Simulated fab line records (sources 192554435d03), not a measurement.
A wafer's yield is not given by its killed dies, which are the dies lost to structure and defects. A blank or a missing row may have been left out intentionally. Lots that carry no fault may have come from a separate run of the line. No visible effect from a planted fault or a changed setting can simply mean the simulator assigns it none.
Chamber matching    flow n5Finfet    3 sister chambers for N5_BEOL_M4_DEP_57 on pecvd-03
The step deposits SiCN from 3MS/NH3, target thk 8 nm, time 14 s. 16 wafers are shown with their chamber, then 8 later ones without.

== EACH WAFER AND ITS CHAMBER ==
wafer   chamber  showerheadPlenumPTorr (Torr)  rfFwdPowerW (W)  throttleValvePct (%)
L078.1  1        3.674                         200.5            8.7
L078.4  1        3.667                         200.5            8.8
L078.6  0        3.688                         198.6            8.6
L079.1  0        3.683                         197.6            8.6
L079.3  1        3.672                         199.3            8.7
L079.6  1        3.670                         199.8            8.8
L081.2  0        3.685                         198.6            8.6
L081.3  1        3.673                         201.4            8.7
L081.5  2        3.687                         200.1            8.5
L083.2  0        3.691                         197.8            8.8
L083.5  2        3.692                         199.6            8.8
L083.6  0        3.695                         198.2            8.7
L085.2  2        3.691                         198.9            8.8
L085.5  1        3.675                         200.7            8.6
L085.6  2        3.692                         199.3            8.7
L091.2  1        3.671                         200.0            8.9

SIGNATURES (means of the wafers above)
reading                chamber 0  chamber 1  chamber 2  scatter within a chamber
showerheadPlenumPTorr  3.68840    3.67171    3.69050    0.00342
rfFwdPowerW            198.160    200.314    199.475    0.581
throttleValvePct       8.660      8.743      8.700      0.107
Rule: distance of a wafer from a chamber = root of the sum over the readings of ((wafer's reading minus chamber's mean) / reading's scatter) squared. The wafer belongs to the nearest chamber; if the next one is less than 2 further off, it can't be placed. The scatter: the root of (the sum of the squares of (reading less its chamber's mean) over the shown wafers, divided by (wafers less chambers)).

== WAFERS WITHOUT THEIR CHAMBER ==
wafer   showerheadPlenumPTorr (Torr)  rfFwdPowerW (W)  throttleValvePct (%)
L091.3  3.687                         199.7            8.7
L091.6  3.694                         199.5            8.3
L092.1  3.686                         200.8            8.9
L092.2  3.674                         199.9            8.8
L092.3  3.685                         198.4            8.7
L093.3  3.678                         200.1            8.9
L093.4  3.682                         197.2            8.6
L093.6  3.666                         199.7            8.7

== WHICH CHAMBER EACH ONE RAN IN ==
wafer   from the rows above           in truth
L091.3  can't be placed: 2 or 0       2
L091.6  can't be placed: 2 or 0       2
L092.1  can't be placed: 2 or 1 or 0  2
L092.2  1                             1
L092.3  can't be placed: 0 or 2       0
L093.3  can't be placed: 1 or 2       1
L093.4  0                             0
L093.6  1                             1
Correct placement for 3 of the 8. Not placeable from these rows: 5 (in 5, the candidates include the true chamber). Placed wrongly: 0.
